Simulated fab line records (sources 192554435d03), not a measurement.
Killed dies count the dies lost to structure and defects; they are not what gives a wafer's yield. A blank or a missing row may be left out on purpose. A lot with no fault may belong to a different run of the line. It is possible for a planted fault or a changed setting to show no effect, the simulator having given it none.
fab line records	flow n5Finfet
record lots=6	wafers=18	lastDay=17
route steps=1938 shown BEOL_M13@1704 BEOL_M14@1716
lots with no fault: from the same line, run without faults
startH: start of the lot's first displayed wafer, in hours after the record's first day	waitH: how many hours have passed since the lot's step before this one	" the same as in the row above	L1.1+2: a single row standing in for several wafers	- no value, or no start given	* or withheld: withheld	< > ~ a bound
route shown NAME@n: a module of which the file shows steps, and the number in the route of the first	usual: average and standard deviation across the fault-free wafers	same: alike in all rows	chamber/n: place in a boat	sites: each site's reading	_std_site: standard deviation of those values	_edge_site: inner sites' mean taken away from outer sites' mean	radiusMm: how far each site lies from the wafer's centre	mask NAME#n: copy n	behind: tool/chamber where the wafer was last shaped	hold: the reason the lot was held/the length of the hold in hours/how it ended	device: whichever transistor did not switch (one of n, p or np)	end of line: the tests these same wafers got at the end of their route	for a step that has no rows: nothing shown but its recipe	killed: not the wafer's yield, but the dies lost to structure and defects at the first sort	map: a wafer's dies, x killed, . not, _ none there
set.NAME: the setting that was run; set.NAME@STEP: the one run at that earlier step	model.NAME: the simulator's own value behind a step, which no gauge read
lots at some steps of the route; a table a step, a row a wafer
services: from which hour (startH, from the record's first day; less than 0 if before it) a tool's chamber was out of use, for how many hours, and why
## steps
# step N5_BEOL_M13_PRE_CLEAN_42
# recipe gas=H2/He	timeS=30	tempC=250
# usual heaterPowerW=344/40
lot.wafer	tool	chamber	startH	waitH	heaterPowerW
L536.4	pvdSputter-02	-	260.60	0.0	347
L536.5	"	-	"	"	381
L536.6	"	-	"	"	342
L539.3	pvdSputter-01	-	284.11	0.0	368
L539.4	"	-	"	"	324
L539.5	"	-	"	"	297
L540.1	pvdSputter-01	-	286.41	0.0	296
L540.3	"	-	"	"	344
L540.4	"	-	"	"	370
L541.2	pvdSputter-01	-	296.41	0.0	345
L541.4	"	-	"	"	301
L541.6	"	-	"	"	355
L552.1	pvdSputter-01	-	358.53	0.0	293
L552.3	"	-	"	"	348
L552.5	"	-	"	"	306
L554.1	pvdSputter-01	-	370.56	0.0	381
L554.3	"	-	"	"	313
L554.5	"	-	"	"	298
# step N5_BEOL_M13_SPUTTER_43
# recipe material=TaN	targetThkA=150	tempC=50	biasV=168.6	powerW=15000	chamberPressurePa=0.12	timeS=24.19
# step N5_BEOL_M13_SPUTTER_44
# recipe material=Ta	targetThkA=100	tempC=50	biasV=80	powerW=15000	chamberPressurePa=0.07	timeS=16.13
# step N5_BEOL_M13_SPUTTER_45
# recipe material=Cu	targetThkA=800	tempC=-20	biasV=60	powerW=26000	chamberPressurePa=0.13	timeS=13.33
# usual chuckSensorTempC=-16.1/0.54	throttleValvePct=29.9/1
lot.wafer	tool	chamber	startH	waitH	chuckSensorTempC	throttleValvePct
L536.4	pvdSputter-02	-	260.80	0.0	-15.4	31.7
L536.5	"	-	"	"	-17.3	30.2
L536.6	"	-	"	"	-15.3	31.5
L539.3	pvdSputter-01	-	284.31	0.0	-16.0	30.6
L539.4	"	-	"	"	-16.4	30.9
L539.5	"	-	"	"	-16.0	29.3
L540.1	pvdSputter-01	-	286.61	0.0	-16.0	29.6
L540.3	"	-	"	"	-16.5	30.0
L540.4	"	-	"	"	-15.7	30.6
L541.2	pvdSputter-01	-	296.61	0.0	-16.6	29.9
L541.4	"	-	"	"	-16.0	29.1
L541.6	"	-	"	"	-16.6	30.1
L552.1	pvdSputter-01	-	358.73	0.0	-16.0	29.3
L552.3	"	-	"	"	-16.7	29.6
L552.5	"	-	"	"	-16.1	29.8
L554.1	pvdSputter-01	-	370.76	0.0	-16.0	30.6
L554.3	"	-	"	"	-16.0	29.1
L554.5	"	-	"	"	-16.0	29.5
# step N5_BEOL_M13_ECD_47
# recipe material=Cu	targetThkA=9360
# step N5_BEOL_M13_ANNEAL_48
# recipe tempC=225	timeS=90	ambient=N2
# step N5_BEOL_M13_CMP_49
# recipe stopOn=SiOC	tOverpolishS=17.1	downForcePsi=1	platenRpm=50	clearingPlatenDownForcePsi=1.5	clearingPlatenRpm=50	postCmpClean=cuAlkaline	targetThkNm=420	clearingPlatenPadVelocityMS=0.99484	padVelocityMS=0.99484
# step N5_BEOL_M13_THK_MEAS_50
# recipe thkMeasGauge=xrf	reads=Cu_of_BEOL_M13_ECD_47
# usual M13_THK=433/7.4
lot.wafer	tool	chamber	startH	waitH	M13_THK[nm]
L536.4	filmMetro-02	-	261.69	-	439
L536.5	"	-	"	"	431
L536.6	"	-	"	"	436
L539.3	filmMetro-02	-	285.20	-	425
L539.4	"	-	"	"	434
L539.5	"	-	"	"	432
L540.1	filmMetro-01	-	287.48	-	423
L540.3	"	-	"	"	430
L540.4	"	-	"	"	438
L541.2	filmMetro-01	-	298.43	-	436
L541.4	"	-	"	"	446
L541.6	"	-	"	"	435
L552.1	filmMetro-02	-	359.85	-	445
L552.3	"	-	"	"	437
L552.5	"	-	"	"	442
L554.1	filmMetro-02	-	371.63	-	430
L554.3	"	-	"	"	434
L554.5	"	-	"	"	433
# step N5_BEOL_M13_PRE_CLEAN_52
# recipe gas=NH3	timeS=15	tempC=withheld	rfPowerW=300
# step N5_BEOL_M13_DEP_53
# recipe material=SiCN	targetThkA=500	tempC=withheld	precursor=3MS/NH3	pressureTorr=3	rfW=675	timeS=17.8
# step N5_BEOL_M13_RS_MEAS_54
# recipe thkMeasGauge=four-point-probe	reads=Cu_of_BEOL_M13_ECD_47+Ta_of_BEOL_M13_SPUTTER_44+TaN_of_BEOL_M13_SPUTTER_43
# usual M13_RS=0.0448/0.00069
lot.wafer	tool	chamber	startH	waitH	M13_RS[ohm/sq]
L536.4	filmMetro-02	-	261.85	0.1	0.0443
L536.5	"	-	"	"	0.0451
L536.6	"	-	"	"	0.0444
L539.3	filmMetro-01	-	285.33	0.1	0.0459
L539.4	"	-	"	"	0.0451
L539.5	"	-	"	"	0.0451
L540.1	filmMetro-01	-	287.61	0.0	0.0458
L540.3	"	-	"	"	0.0454
L540.4	"	-	"	"	0.0443
L541.2	filmMetro-02	-	298.56	0.1	0.0448
L541.4	"	-	"	"	0.0439
L541.6	"	-	"	"	0.0449
L552.1	filmMetro-02	-	359.98	0.0	0.0438
L552.3	"	-	"	"	0.0447
L552.5	"	-	"	"	0.0441
L554.1	filmMetro-01	-	371.76	0.0	0.0449
L554.3	"	-	"	"	0.0445
L554.5	"	-	"	"	0.0447
# step N5_BEOL_M13_INSPECT_55
# recipe inspectInstrument=darkfield	mode=postDep
# usual rawDefectCount=64/22
lot.wafer	tool	chamber	startH	waitH	rawDefectCount
L536.4	defectInspect-02	-	261.87	0.0	87
L536.5	"	-	"	"	33
L536.6	"	-	"	"	62
L539.3	defectInspect-02	-	285.35	0.0	74
L539.4	"	-	"	"	126
L539.5	"	-	"	"	104
L540.1	defectInspect-01	-	287.64	0.0	48
L540.3	"	-	"	"	40
L540.4	"	-	"	"	59
L541.2	defectInspect-01	-	298.59	0.0	50
L541.4	"	-	"	"	36
L541.6	"	-	"	"	53
L552.1	defectInspect-01	-	360.00	0.0	44
L552.3	"	-	"	"	28
L552.5	"	-	"	"	73
L554.1	defectInspect-01	-	371.78	0.0	84
L554.3	"	-	"	"	59
L554.5	"	-	"	"	61
# step N5_BEOL_M14_ILD_DEP_00
# recipe material=SiO2	targetThkA=11193	tempC=400	precursor=TEOS/O2	pressureTorr=6.5	rfW=900	teosFlowSccm=161.4	gas=O2	flowSccm=2650	timeS=237.4
# usual chamberPressureTorr=6.501/0.014	heaterPowerOuterW=296/90	heaterPowerW=552/130	showerheadPlenumPTorr=8.358/0.029	throttleValvePct=18.5/0.93
lot.wafer	tool	chamber	startH	waitH	chamberPressureTorr	heaterPowerOuterW	heaterPowerW	showerheadPlenumPTorr	throttleValvePct
L536.4	pecvd-04	0	261.98	0.1	6.482	259	527	8.388	17.8
L536.5	"	2	"	"	6.527	228	399	8.348	17.6
L536.6	"	1	"	"	6.510	428	763	8.355	19.3
L539.3	pecvd-02	2	285.39	0.0	-	-	-	-	-
L539.4	"	1	"	"	-	-	-	-	-
L539.5	"	0	"	"	-	-	-	-	-
L540.1	pecvd-02	0	287.68	0.0	-	-	-	-	-
L540.3	"	1	"	"	-	-	-	-	-
L540.4	"	0	"	"	-	-	-	-	-
L541.2	pecvd-02	2	298.62	0.0	6.502	462	751	8.299	16.7
L541.4	"	0	"	"	6.498	182	427	8.316	19.9
L541.6	"	1	"	"	6.515	368	615	8.346	20.2
L552.1	pecvd-01	1	360.04	0.0	6.486	293	512	8.401	18.4
L552.3	"	2	"	"	6.505	255	533	8.369	18.0
L552.5	"	1	"	"	6.486	322	562	8.372	18.8
L554.1	pecvd-04	0	371.82	0.0	6.486	230	492	8.378	17.7
L554.3	"	1	"	"	6.508	413	768	8.380	19.4
L554.5	"	1	"	"	6.499	448	813	8.327	19.3
# step N5_BEOL_M14_COAT_58
# recipe resist=BARC	tempC=205	timeS=60	spinRpm=1500	resistThkNm=89
# step N5_BEOL_M14_COAT_04
# recipe spinRpm=1704	resistThkNm=800
# step N5_BEOL_M14_EBR_06
# recipe solvent=PGMEA	ebrWidthMm=1.5
# step N5_BEOL_M14_SOFTBAKE_05
# recipe tempC=130	timeS=60
# step N5_BEOL_M14_EXPOSE_07
# recipe maskId=V13	na=0.8	sourceShape=annular	sigmaInner=0.5	sigmaOuter=0.8	polarization=unpolarized	attpsmPhaseDeg=180	doseMj=57
# step N5_BEOL_M14_PEB_08
# recipe pebTempC=130	pebTimeS=90
# step N5_BEOL_M14_DEVELOP_09
# recipe developTimeS=45	rinseLiquid=diw	dry=airSpin	devTempC=21
# step N5_BEOL_M14_HARDBAKE_14
# recipe tempC=130	timeS=120
# step N5_BEOL_M14_CD_MEAS_10
# recipe targetCdNm=250	landingEnergyEv=500	detector=seInlens	polarity=opening
# usual cdNm=250.3/1.2
# same landingEnergyEv=500
lot.wafer	tool	chamber	startH	waitH	cdNm
L536.4	cdSem-02	0	262.41	-	250.4
L536.5	"	0	"	"	253.2
L536.6	"	0	"	"	251.0
L539.3	cdSem-02	0	285.89	-	249.5
L539.4	"	0	"	"	250.8
L539.5	"	0	"	"	250.0
L540.1	cdSem-01	0	288.17	-	250.1
L540.3	"	0	"	"	250.3
L540.4	"	0	"	"	249.7
L541.2	cdSem-01	0	299.12	-	249.6
L541.4	"	0	"	"	249.5
L541.6	"	0	"	"	249.7
L552.1	cdSem-02	0	360.54	-	251.9
L552.3	"	0	"	"	248.9
L552.5	"	0	"	"	249.3
L554.1	cdSem-03	0	372.44	-	250.7
L554.3	"	0	"	"	249.8
L554.5	"	0	"	"	249.3
# step N5_BEOL_M14_OVL_MEAS_11
# recipe pointsPerWafer=44
# usual V13_OVL=0/4.5
lot.wafer	tool	chamber	startH	waitH	V13_OVL[nm]
L536.4	overlay-02	0	262.43	0.0	5
L536.5	"	0	"	"	4
L536.6	"	0	"	"	4
L539.3	overlay-02	0	285.92	0.0	-10
L539.4	"	0	"	"	-2
L539.5	"	0	"	"	-11
L540.1	overlay-01	0	288.20	0.0	9
L540.3	"	0	"	"	2
L540.4	"	0	"	"	5
L541.2	overlay-02	0	299.15	0.0	-4
L541.4	"	0	"	"	2
L541.6	"	0	"	"	6
L552.1	overlay-02	0	360.57	0.0	0
L552.3	"	0	"	"	-5
L552.5	"	0	"	"	3
L554.1	overlay-02	0	372.47	0.0	-7
L554.3	"	0	"	"	-8
L554.5	"	0	"	"	-8
# step N5_BEOL_M14_INSPECT_12
# recipe mode=adi	inspectInstrument=macro
# usual rawDefectCount=2.1/1.5
lot.wafer	tool	chamber	startH	waitH	rawDefectCount
L536.4	defectInspect-01	-	262.46	0.0	1
L536.5	"	-	"	"	1
L536.6	"	-	"	"	4
L539.3	defectInspect-01	-	285.94	0.0	1
L539.4	"	-	"	"	6
L539.5	"	-	"	"	3
L540.1	defectInspect-01	-	288.23	0.0	0
L540.3	"	-	"	"	3
L540.4	"	-	"	"	0
L541.2	defectInspect-02	-	299.18	0.0	1
L541.4	"	-	"	"	1
L541.6	"	-	"	"	3
L552.1	defectInspect-01	-	360.59	0.0	3
L552.3	"	-	"	"	5
L552.5	"	-	"	"	0
L554.1	defectInspect-02	-	372.49	0.0	1
L554.3	"	-	"	"	1
L554.5	"	-	"	"	2
# step N5_BEOL_M14_DESCUM_15
# recipe chemistry=O2	timeS=7.9	sourcePowerW=50	biasPowerW=20	pressureMtorr=20	rfFrequencyHz=2.712e+07	tempC=40	o2FlowSccm=225
# usual drypumpMotorCurrentA=5.6/0.53	oesProductAu=0.81/0.084	rfVppV=243.1/1.2	showerheadPlenumPTorr=2.09/0.065	throttleValvePct=20.40/0.23
lot.wafer	tool	chamber	startH	waitH	drypumpMotorCurrentA	oesProductAu	rfHoursCounterH	rfVppV	showerheadPlenumPTorr	throttleValvePct
L536.4	rieDiel-06	0	262.51	0.0	5.5	0.73	-	244.3	2.17	20.61
L536.5	"	3	"	"	6.8	0.72	-	244.2	2.17	20.63
L536.6	"	2	"	"	5.4	0.88	-	242.6	2.04	20.28
L539.3	rieDiel-01	2	285.97	0.0	5.5	0.69	216	241.7	2.07	20.33
L539.4	"	3	"	"	5.8	0.85	70	243.8	2.13	20.42
L539.5	"	1	"	"	4.9	0.84	-	242.3	2.03	20.12
L540.1	rieDiel-01	0	288.27	0.0	5.3	0.88	49	241.9	2.13	20.70
L540.3	"	1	"	"	4.8	0.85	63	242.2	2.03	20.12
L540.4	"	2	"	"	5.5	0.70	217	243.5	2.07	20.32
L541.2	rieDiel-01	0	299.38	0.2	5.4	0.87	52	244.1	2.13	20.70
L541.4	"	2	"	"	5.5	0.69	220	242.7	2.07	20.32
L541.6	"	0	"	"	5.4	0.87	-	242.4	2.13	20.70
L552.1	rieDiel-06	2	360.63	0.0	5.4	0.83	73	241.4	2.03	20.34
L552.3	"	1	"	"	5.3	0.90	17	243.4	2.04	20.03
L552.5	"	2	"	"	5.4	0.83	-	244.2	2.03	20.34
L554.1	rieDiel-04	2	372.53	0.0	6.5	0.83	80	244.1	2.20	20.41
L554.3	"	0	"	"	5.6	0.85	55	242.6	2.05	20.61
L554.5	"	0	"	"	5.6	0.85	-	243.4	2.05	20.62
# step N5_BEOL_M14_ETCH_59
# recipe chemistry=N2/H2	target=BARC	targetDepthA=890	overetchA=267	timeS=67.9	ionEnergyEv=200	pressureMtorr=30	sourceW=840	biasW=150	n2FlowSccm=200	h2FlowSccm=200
# usual drypumpMotorCurrentA=5.6/0.53	oesProductAu=0.69/0.069	rfVppV=523.8/2.3	showerheadPlenumPTorr=2.54/0.077	throttleValvePct=17.85/0.19
lot.wafer	tool	chamber	startH	waitH	drypumpMotorCurrentA	oesProductAu	rfHoursCounterH	rfVppV	showerheadPlenumPTorr	throttleValvePct
L536.4	rieDiel-06	0	262.55	0.0	5.5	0.63	-	525.1	2.64	18.05
L536.5	"	3	"	"	6.8	0.62	-	526.1	2.63	17.92
L536.6	"	2	"	"	5.4	0.76	-	520.5	2.49	17.71
L539.3	rieDiel-01	2	286.01	0.0	5.5	0.60	216	523.4	2.51	17.84
L539.4	"	3	"	"	5.8	0.73	70	523.7	2.58	17.79
L539.5	"	1	"	"	4.9	0.73	-	521.8	2.47	17.64
L540.1	rieDiel-01	0	288.31	0.0	5.4	0.74	49	525.8	2.60	18.10
L540.3	"	1	"	"	4.8	0.72	63	522.6	2.47	17.64
L540.4	"	2	"	"	5.5	0.59	217	522.6	2.51	17.85
L541.2	rieDiel-01	0	299.42	0.0	5.4	0.74	52	525.8	2.60	18.11
L541.4	"	2	"	"	5.5	0.60	220	524.0	2.51	17.84
L541.6	"	0	"	"	5.4	0.73	-	524.8	2.60	18.12
L552.1	rieDiel-06	2	360.66	0.0	5.4	0.71	73	521.2	2.47	17.77
L552.3	"	1	"	"	5.3	0.76	17	522.8	2.49	17.55
L552.5	"	2	"	"	5.4	0.71	-	522.5	2.47	17.75
L554.1	rieDiel-04	2	372.57	0.0	6.5	0.71	80	528.7	2.69	17.97
L554.3	"	0	"	"	5.6	0.72	55	522.0	2.48	18.00
L554.5	"	0	"	"	5.6	0.73	-	520.9	2.48	18.00
# step N5_BEOL_M14_VIA_ETCH_16
# recipe chemistry=C4F8/O2/Ar	target=SiO2	heInnerTorr=15	heOuterTorr=30	targetDepthA=12313	timeS=withheld	ionEnergyEv=800	pressureMtorr=20	sourceW=1905	biasW=2040	Ar_flow_sccm=400	C4F8_flow_sccm=16	O2_flow_sccm=12	ends=cleared
# usual drypumpMotorCurrentA=5.6/0.53	heOuterTorr=30.00/0.057	oesProductAu=0.73/0.076	rfVppV=2207/14	showerheadPlenumPTorr=3.43/0.092	throttleValvePct=30.85/0.22
lot.wafer	tool	chamber	startH	waitH	drypumpMotorCurrentA	heOuterTorr	oesProductAu	rfVppV	showerheadPlenumPTorr	throttleValvePct	model.etch.depthNm	model.coat_of_BEOL_M14_COAT_04.thkNm
L536.4	rieDiel-06	0	262.67	0.1	5.5	29.98	0.66	2228	3.55	30.98	1124	454.2
L536.5	"	3	"	"	6.8	30.03	0.65	2210	3.53	30.89	1132	451.8
L536.6	"	2	"	"	5.4	29.99	0.80	2197	3.38	30.87	1136	452.6
L539.3	rieDiel-01	2	286.06	0.0	5.5	30.01	0.27	2222	3.42	30.10	0	714.4
L539.4	"	3	"	"	5.7	29.91	0.32	2197	3.47	30.00	0	710.2
L539.5	"	1	"	"	4.9	30.08	0.32	2186	3.35	29.91	0	713
L540.1	rieDiel-01	0	288.36	0.0	5.3	29.90	0.33	2214	3.50	30.51	0	710.8
L540.3	"	1	"	"	4.8	30.02	0.31	2188	3.35	29.91	0	712
L540.4	"	2	"	"	5.5	30.09	0.26	2220	3.42	30.10	0	713
L541.2	rieDiel-01	0	299.47	0.0	5.4	29.96	0.78	2215	3.50	31.25	1086	466
L541.4	"	2	"	"	5.5	30.00	0.62	2220	3.41	30.80	1121	459
L541.6	"	0	"	"	5.4	29.97	0.79	2215	3.50	31.23	1123	456.2
L552.1	rieDiel-06	2	360.71	0.0	5.4	29.99	0.74	2196	3.36	30.90	1114	456
L552.3	"	1	"	"	5.3	29.92	0.81	2184	3.37	30.56	1110	455.8
L552.5	"	2	"	"	5.4	29.89	0.75	2198	3.36	30.90	1121	450.4
L554.1	rieDiel-04	2	372.62	0.0	6.5	29.98	0.75	2225	3.62	30.98	1113	454.6
L554.3	"	0	"	"	5.6	30.04	0.78	2204	3.37	31.20	1129	448.4
L554.5	"	0	"	"	5.6	30.02	0.77	2204	3.37	31.21	1149	445.8
# step N5_BEOL_M14_STRIP_63
# recipe chemistry=O2	powerW=600	tempC=60	pressureMtorr=30	rfFrequencyHz=6e+07	biasPowerW=0	overashFraction=0.3	o2FlowSccm=225
# usual drypumpMotorCurrentA=5.6/0.53	oesProductAu=0.81/0.085	rfVppV=3.7/0.81	showerheadPlenumPTorr=2.09/0.065	throttleValvePct=16.64/0.22
lot.wafer	tool	chamber	startH	waitH	drypumpMotorCurrentA	oesProductAu	rfHoursCounterH	rfVppV	showerheadPlenumPTorr	throttleValvePct
L536.4	rieDiel-06	0	-	-	5.5	0.72	-	3.1	2.17	16.85
L536.5	"	3	"	"	6.8	0.71	-	3.7	2.17	16.86
L536.6	"	2	"	"	5.4	0.88	-	4.3	2.05	16.50
L539.3	rieDiel-01	2	-	-	5.5	0.69	216	3.0	2.07	16.62
L539.4	"	3	"	"	5.8	0.84	70	6.7	2.13	16.64
L539.5	"	1	"	"	4.9	0.85	-	2.2	2.03	16.37
L540.1	rieDiel-01	0	-	-	5.4	0.88	49	3.9	2.14	16.88
L540.3	"	1	"	"	4.8	0.86	63	3.7	2.03	16.36
L540.4	"	2	"	"	5.5	0.69	217	3.7	2.07	16.63
L541.2	rieDiel-01	0	-	-	5.3	0.88	52	4.0	2.14	16.88
L541.4	"	2	"	"	5.5	0.71	220	4.5	2.07	16.61
L541.6	"	0	"	"	5.4	0.87	-	4.8	2.14	16.86
L552.1	rieDiel-06	2	-	-	5.4	0.83	74	3.5	2.03	16.57
L552.3	"	1	"	"	5.3	0.89	18	3.7	2.04	16.27
L552.5	"	2	"	"	5.4	0.83	-	4.9	2.03	16.56
L554.1	rieDiel-04	2	-	-	6.5	0.83	80	1.8	2.21	16.64
L554.3	"	0	"	"	5.6	0.86	55	4.1	2.05	16.80
L554.5	"	0	"	"	5.6	0.86	-	2.8	2.05	16.78
# step N5_BEOL_M14_STRIP_64
# recipe chemistry=O2	powerW=600	tempC=60	pressureMtorr=30	rfFrequencyHz=6e+07	biasPowerW=0	overashFraction=0.3	o2FlowSccm=225
# step N5_BEOL_M14_STRIP_71
# recipe chemistry=postEtchResidueRemover	timeS=60	tempC=25	removerPh=withheld	removerWaterWtPct=withheld	removerFluorideWtPct=withheld
# step N5_BEOL_M14_SRD_72
# recipe timeS=30	tempC=23	rinseLiquid=diw	dry=n2Spin	spinRpm=1500	dryTimeS=30
# step N5_BEOL_M14_CD_MEAS_17
# recipe targetCdNm=250	polarity=opening
# usual cdNm=251.1/1.4
lot.wafer	tool	chamber	startH	waitH	cdNm
L536.4	cdSem-01	-	262.93	0.0	250.8
L536.5	"	-	"	"	253.7
L536.6	"	-	"	"	252.6
L539.3	cdSem-03	-	286.41	0.0	-
L539.4	"	-	"	"	-
L539.5	"	-	"	"	-
L540.1	cdSem-02	-	288.71	0.0	-
L540.3	"	-	"	"	-
L540.4	"	-	"	"	-
L541.2	cdSem-03	-	299.82	0.0	251.6
L541.4	"	-	"	"	250.5
L541.6	"	-	"	"	251.6
L552.1	cdSem-01	-	361.06	0.0	253.1
L552.3	"	-	"	"	249.9
L552.5	"	-	"	"	250.9
L554.1	cdSem-02	-	372.97	0.0	251.1
L554.3	"	-	"	"	250.8
L554.5	"	-	"	"	250.5
# step N5_BEOL_M14_COAT_65
# recipe resist=SOC	tempC=250	timeS=60	spinRpm=1500	resistThkNm=450
## services
tool	chamber	startH	hours	kind
rieDiel-06	1	242.35	55.8	repair
pecvd-02	0	261.04	21.4	repair
rieDiel-04	0	265.68	8.2	repair
rieDiel-06	2	272.24	7.4	repair
rieDiel-04	1	282.28	-	clean
rieDiel-04	1	282.28	-	consumableReplace:focusRing
rieDiel-04	1	282.28	15.7	scheduledDown
rieDiel-04	1	282.28	15.7	ventCycle
rieDiel-06	1	298.26	-	clean
rieDiel-06	1	298.26	-	consumableReplace:focusRing
rieDiel-06	1	298.26	15.7	scheduledDown
rieDiel-06	1	298.26	15.7	ventCycle
rieDiel-04	2	302.97	9.8	repair
pecvd-02	-	323.95	1.9	repair
rieDiel-04	3	333.62	-	clean
rieDiel-04	3	333.62	-	consumableReplace:focusRing
rieDiel-04	3	333.62	-	consumableReplace:showerhead
rieDiel-04	3	333.62	16.5	scheduledDown
rieDiel-04	3	333.62	16.5	ventCycle
pecvd-04	-	335.87	1.0	repair
pvdSputter-02	-	346.69	2.1	repair
pecvd-04	-	360.30	2.8	pm
rieDiel-04	3	365.39	33.5	repair
pecvd-01	-	369.92	28.1	pm
## key
firstSign step=N5_BEOL_M14_ILD_DEP_00	reading=toolRecord	direction=missing
effect step=N5_BEOL_M14_VIA_ETCH_16	reading=oesProductAu	direction=down	sigmas=5.7	usual=0.73	struck=0.30
effect step=N5_BEOL_M14_CD_MEAS_17	reading=cdNm	direction=missing
modelEffect step=N5_BEOL_M14_VIA_ETCH_16	value=etch.depthNm	without=1122	struck=0
metAt N5_BEOL_M14_ILD_DEP_00
struckWafers L539.3,L539.4,L539.5,L540.1,L540.3,L540.4
laterRowsLeftOut L539.3,L539.4,L539.5,L540.1,L540.3,L540.4
sortLeftOut L539.3,L539.4,L539.5,L540.1,L540.3,L540.4
fault kind=skippedStepWhole	tool=pecvd-02	chamber=-	onsetH=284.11	steps=N5_BEOL_M14_ILD_DEP_00	scope=struckLotsOnly
# sortLeftOut: the simulated sort isn't trusted on such a fault, so these wafers' sort isn't shown, and their yield isn't known
# laterRowsLeftOut: the simulator's readings of these wafers behind a module that went badly wrong aren't trusted and aren't shown, but for the sort
